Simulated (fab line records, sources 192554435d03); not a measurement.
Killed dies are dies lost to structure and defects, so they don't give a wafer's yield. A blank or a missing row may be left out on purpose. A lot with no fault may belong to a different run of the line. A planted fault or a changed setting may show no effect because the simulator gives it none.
Lot-split experiment | flow n5 finfet | 7 lots, 21 wafers read, on a route of 1938 steps

THE SPLIT
At N5_BEOL_M11_PECVD_70 (deposits SiO2 from TEOS/O2, target thk 20 nm, time 22.7 s), the setting temp c was moved away from the recipe's 400 C on 5 of the 21 wafers read, by -2.8% to +3.2%. The other wafers ran this setting at the recipe's value.

The reading comes from the split's own step.

THE READING
SiO2_of_BEOL_M11_PECVD_70.thk nm (the simulator's own value, which no gauge read), in nm, at N5_BEOL_M11_PECVD_70 (deposits SiO2 from TEOS/O2, target thk 20 nm, time 22.7 s). The file gives no usual value for it. Here, 16 wafers ran the recipe; their average is 20.1 nm with a standard deviation of 0.23 nm.

wafer  | tool, chamber at the split | temp c as run, C | against the recipe | SiO2_of_BEOL_M11_PECVD_70.thk nm, nm | against lot-mates on the recipe
L078.3 | pecvd-01, 0                | 406.2            | +1.6%              | 19                                   | -1.1
L078.4 | pecvd-01, 1                | 400              | recipe             | 20.2                                 | -
L078.5 | pecvd-01, 2                | 400              | recipe             | 20                                   | -
L079.1 | pecvd-01, 1                | 400              | recipe             | 19.8                                 | -
L079.4 | pecvd-01, 2                | 400              | recipe             | 20                                   | -
L079.6 | pecvd-01, 1                | 400              | recipe             | 20.2                                 | -
L082.2 | pecvd-04, 2,1              | 400              | recipe             | 20.4                                 | -
L082.6 | pecvd-04, 2,1              | 400              | recipe             | 20.4                                 | -
L082.3 | pecvd-04, 0                | 400              | recipe             | 19.8                                 | -
L084.2 | pecvd-01, 0,2              | 400              | recipe             | 20                                   | -
L084.5 | pecvd-01, 0,2              | 400              | recipe             | 20                                   | -
L084.3 | pecvd-01, 1                | 400              | recipe             | 19.8                                 | -
L085.2 | pecvd-04, 2                | 400              | recipe             | 20.4                                 | -
L085.3 | pecvd-04, 0                | 406.2            | +1.6%              | 19                                   | -1.4
L085.6 | pecvd-04, 2                | 406.2            | +1.6%              | 19.6                                 | -0.8
L090.1 | pecvd-01, 2                | 400              | recipe             | 20                                   | -
L090.2 | pecvd-01, 1                | 412.9            | +3.2%              | 18.4                                 | -1.8
L090.4 | pecvd-01, 2                | 400              | recipe             | 20.4                                 | -
L092.2 | pecvd-04, 2                | 400              | recipe             | 20.4                                 | -
L092.6 | pecvd-04, 2                | 400              | recipe             | 20.4                                 | -
L092.5 | pecvd-04, 0                | 388.7            | -2.8%              | 22.2                                 | +1.8
When a row names more than one chamber, that row covers several wafers, and the file does not tell which wafer ran in which chamber.

FIT RESULTS
A straight line over all 21 wafers: SiO2_of_BEOL_M11_PECVD_70.thk nm changes by -0.623 nm for each +1% of temp c; r = -0.94; the points scatter about the line by 0.26 nm.
The same after taking each lot's own level away (the mean of its wafers on the recipe; 21 wafers): -0.624 nm for each +1%; r = -0.96; scatter 0.2 nm.
Per that fit: largest temp c move, reading shift of 2 nm.
Measured against the standard deviation above, the lots' own levels, which go from 19.93 to 20.40 nm, span 2.0 times it.
Consequently the slope shifts little with the lot-to-lot level, the two slopes agreeing.
Check: with one of the wafers moved furthest among these (+3.2%) left out of the fit, the line predicts -2.17 nm for it against its lot-mates. It came out at -1.8 nm against them.

THESE WAFERS: OTHER SPLITS
Note: prior to the reading, these wafers also went through further splits. Each is held against what the fit with the lots' levels taken away leaves over:
other split on the same wafers   | wafers away from the commonest value | r with SiO2_of_BEOL_M11_PECVD_70.thk nm (lot level and that fit taken away)
N5_BEOL_M9_TRENCH_ETCH_37 time s | 8                                    | -0.08
N5_BEOL_M10_COAT_64 spin rpm     | 5                                    | +0.09
N5_BEOL_M10_COAT_22 spin rpm     | 8                                    | -0.04
N5_BEOL_M11_ILD_DEP_00 time s    | 9                                    | -0.03

FILE'S OWN FIT
SiO2_of_BEOL_M11_PECVD_70.thk nm changes by -0.617 nm for each +1% of temp c, r = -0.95.
